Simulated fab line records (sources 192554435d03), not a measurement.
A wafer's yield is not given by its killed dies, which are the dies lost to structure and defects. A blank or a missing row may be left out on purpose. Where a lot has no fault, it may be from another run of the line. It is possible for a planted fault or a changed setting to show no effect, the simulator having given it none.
Comparing a struck lot with a sound one -- flow n5Finfet -- 16 steps out of a route of 1938
Sound: these wafers, L102.2, L102.5, L102.6. Struck: wafer L110.3 (left out: L110.6, a lot-mate that was not struck); the cause follows at the end.
At each step with rows: each side's tool, then ch and its chambers, then its first start. Under that, the readings that differ: sound wafers -- struck wafers -- difference of the means -- sigmas: that difference in standard deviations of wafers without a fault.
alike: words and numbers the same on both sides, and readings whose means are apart by under 2 such deviations; not compared: readings that were withheld, readings missing a value for some wafer, numbers with overlapping values and no deviation given by the record, and bounds like >300 which may hide the same value.
The two part at a step that has a row with sigmas, a row that says differs or no value, or rows on one side only. Numbers that don't overlap but have no deviation are shown without sigmas and don't part them. Lack of a reading on every wafer of one side parts them only where that side has two or more wafers.

N5_HKMG_FIN_INSPECT_61: inspects for defects (macro).
  sound: defectInspect-02 at day 5 18:25; struck: defectInspect-01 at day 7 18:20
  alike: rawDefectCount
then, 2 steps without rows for these wafers: N5_HKMG_FIN_DESCUM_53 (chemistry O2, time 7.9 s); N5_HKMG_FIN_ETCH_54 (etches SiARC in CF4, target depth 45.5 nm, time 75.8 s).
N5_HKMG_FIN_ETCH_55: etches SOC in N2/H2, target depth 240 nm, time 300 s.
  sound on rieDiel-01 ch 1,2,3, day 5 18:32; struck on rieDiel-02 ch 1, day 7 18:28
  alike: chamberPressureMTorr, drypumpMotorCurrentA, oesProductAu, rfFwdPowerW, rfVppV, showerheadPlenumPTorr, throttleValvePct
  not compared: rfHoursCounterH
then, 1 step without rows for these wafers: N5_HKMG_FIN_STRIP_56 (strips in N2/H2).
N5_HKMG_FIN_STRIP_57: strips in CF4.
  sound on rieDiel-01 ch 1,2,3, day 5 18:44; struck on rieDiel-02 ch 1, day 7 18:39
  alike: chamberPressureMTorr, drypumpMotorCurrentA, oesProductAu, rfFwdPowerW, rfVppV, showerheadPlenumPTorr, throttleValvePct
  not compared: rfHoursCounterH
N5_HKMG_FIN_ETCH_58: etches SOC in N2/H2, target depth 215.8 nm, time 741 s.
  sound on rieDiel-01 ch 1,2,3, day 5 18:45; struck on rieDiel-02 ch 1, day 7 18:40
  alike: chamberPressureMTorr, drypumpMotorCurrentA, oesProductAu, rfFwdPowerW, rfVppV, showerheadPlenumPTorr, throttleValvePct
  not compared: rfHoursCounterH
N5_HKMG_FIN_STRIP_93: strips SOC in N2/H2, time 20 s.
  sound on rieDiel-01 ch 1,2,3, day 5 19:11; struck on rieDiel-02 ch 1, day 7 19:06
  alike: chamberPressureMTorr, drypumpMotorCurrentA, oesProductAu, rfFwdPowerW, rfVppV, showerheadPlenumPTorr, throttleValvePct
  not compared: rfHoursCounterH
then, 1 step without rows for these wafers: N5_HKMG_FIN_WET_ETCH_76 (etches Al2O3 in dNH4OH, stops on La2O3, target depth 2.25 nm, rinse time 30 s).
N5_HKMG_FIN_STRIP_60: strips in N2/H2, time 360 s.
  sound on plasmaAsher-01 ch 0,1, day 5 19:20; struck on plasmaAsher-02 ch 1, day 7 19:22
  alike: drypumpMotorCurrentA, heaterPowerW
  not compared: rfHoursCounterH
then, 2 steps without rows for these wafers: N5_HKMG_FIN_WET_ETCH_77 (etches La2O3 in dHCl, stops on HfO2, target depth 2 nm); N5_HKMG_FIN_WET_ETCH_78 (etches Al2O3 in dNH4OH, stops on La2O3, target depth 4.5 nm, rinse time 30 s).
N5_HKMG_FIN_ALD_79: deposits TiN, target thk 1.5 nm, pulse time 1 s, purge time 3 s.
  sound on aldMetal-01 ch 1,2,3, day 5 19:49; struck on aldMetal-04 ch 3, day 7 19:44
reading,sound,struck,difference,sigmas
coReactantPulseTimeS (s),2 2 2,1.9013,-0.0987,
  alike: heaterPowerW, precursorPulseHeightRel
then, 1 step without rows for these wafers: N5_HKMG_FIN_CVD_62 (deposits a-Si from Si2H6, target thk 3 nm, time 20.8 s).
-- record jumps: 4 days separate the struck wafers' starts on either side; left off in module HKMG_FIN, taken up again in module BEOL_M4, whose first shown step is the route's number 1111 --
N5_BEOL_M4_RC_MEAS_101:
  sound on prober-01 ch 0, day 9 23:15; struck on prober-01 ch 0, day 11 19:59
reading,sound,struck,difference,sigmas
ION_N (uA/um),667 668 686,649,-25,-2
SS_N (mV/dec),71.3 71.0 71.6,69.9,-1.4,-2
  alike: DIBL_N, DIBL_P, IOFF_N, IOFF_P, ION_P, SS_P, VT_N, VT_P
-- record jumps: 4 days separate the struck wafers' starts on either side; left off in module BEOL_M4, taken up again in module PASSIVATION, whose first shown step is the route's number 1936 --
N5_PASSIVATION_PROBE_49:
  record: rows for the struck wafers here (prober-02, day 16 03:07), none for the sound ones

## WHERE THEY PART
First at N5_BEOL_M4_RC_MEAS_101; last, within this record, at N5_PASSIVATION_PROBE_49.

WHY: whatever the simulator had introduced
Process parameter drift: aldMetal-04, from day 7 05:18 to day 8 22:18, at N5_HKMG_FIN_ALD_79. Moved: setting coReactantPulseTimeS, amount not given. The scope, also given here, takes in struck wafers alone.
